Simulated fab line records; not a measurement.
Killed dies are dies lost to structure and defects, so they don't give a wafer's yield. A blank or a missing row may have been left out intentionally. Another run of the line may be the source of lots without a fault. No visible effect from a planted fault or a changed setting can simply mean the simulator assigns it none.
Split-lot trial -- flow n5_finfet -- route with 1938 steps; 7 lots, 21 wafers read

SPLIT DETAILS
At N5_BEOL_M0_SAQP_ETCH_106 (etches SOC in N2/H2, stops on SiNx, target depth 150 nm), the setting target_depth_a was moved away from the recipe's 1500 angstrom on 5 of the 21 wafers read, by -10.9% to +4.3%. The other wafers ran this setting at the recipe's value.

Reading taken at the split's own step.

THE READING
SOC_of_BEOL_M0_SAQP_COAT_105.thk_nm (the simulator's own value, which no gauge read), in nm, at N5_BEOL_M0_SAQP_ETCH_106 (etches SOC in N2/H2, stops on SiNx, target depth 150 nm). No usual value for it is given in the file. Average 24.0 nm, standard deviation 1.7 nm, over the 16 wafers here run with the recipe.

wafer,"tool, chamber at the split","target_depth_a as run, angstrom",against the recipe,"SOC_of_BEOL_M0_SAQP_COAT_105.thk_nm, nm",against lot-mates on the recipe
L078.1,"rie_diel-01, 0",1500,recipe,26,-
L078.2,"rie_diel-01, 1",1500,recipe,26.6,-
L078.6,"rie_diel-01, 0",1500,recipe,25.6,-
L077.2,"rie_diel-03, 2",1336,-10.9%,33.4,+10.0
L077.3,"rie_diel-03, 0",1500,recipe,23.4,-
L077.4,"rie_diel-03, 3",1336,-10.9%,31.8,+8.4
L079.2,"rie_diel-03, 3",1500,recipe,23.6,-
L079.5,"rie_diel-03, 0",1500,recipe,24.4,-
L079.6,"rie_diel-03, 1",1500,recipe,21.6,-
L080.3,"rie_diel-03, 1",1500,recipe,21.8,-
L080.4,"rie_diel-03, 0",1377,-8.2%,30.4,+8.6
L080.5,"rie_diel-03, 0",1377,-8.2%,30,+8.2
L083.2,"rie_diel-03, 0",1500,recipe,23.6,-
L083.3,"rie_diel-03, 3",1500,recipe,23.2,-
L083.5,"rie_diel-03, 0",1500,recipe,24,-
L084.1,"rie_diel-01, 1",1500,recipe,27.2,-
L084.2,"rie_diel-01, 2",1500,recipe,25.6,-
L084.4,"rie_diel-01, 1",1565,+4.3%,23.4,-3.0
L085.2,"rie_diel-04, 1",1500,recipe,23,-
L085.5,"rie_diel-04, 0",1500,recipe,22.2,-
L085.6,"rie_diel-04, 3",1500,recipe,22.8,-

FIT RESULTS
A straight line over all 21 wafers: SOC_of_BEOL_M0_SAQP_COAT_105.thk_nm changes by -0.724 nm for each +1% of target_depth_a; r = -0.88; the points scatter about the line by 1.6 nm.
The same after taking each lot's own level away (the mean of its wafers on the recipe; 21 wafers): -0.889 nm for each +1%; r = -0.98; scatter 0.78 nm.
That fit puts the effect of the largest move of target_depth_a on the reading at 9.7 nm.
From 21.80 to 26.40 nm: that is the span of the lots' own levels, equal to 2.8 times the standard deviation above.
In other words, the slope is changed by the lot-to-lot level; the two fits disagree.
Check: +9.73 nm against its lot-mates is what the line predicts for one of the wafers moved furthest among these (-10.9%) when that wafer is left out of the fit. It came out at +10 nm against them.

THE FILE'S OWN FIT
SOC_of_BEOL_M0_SAQP_COAT_105.thk_nm changes by -0.888 nm for each +1% of target_depth_a, r = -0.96.
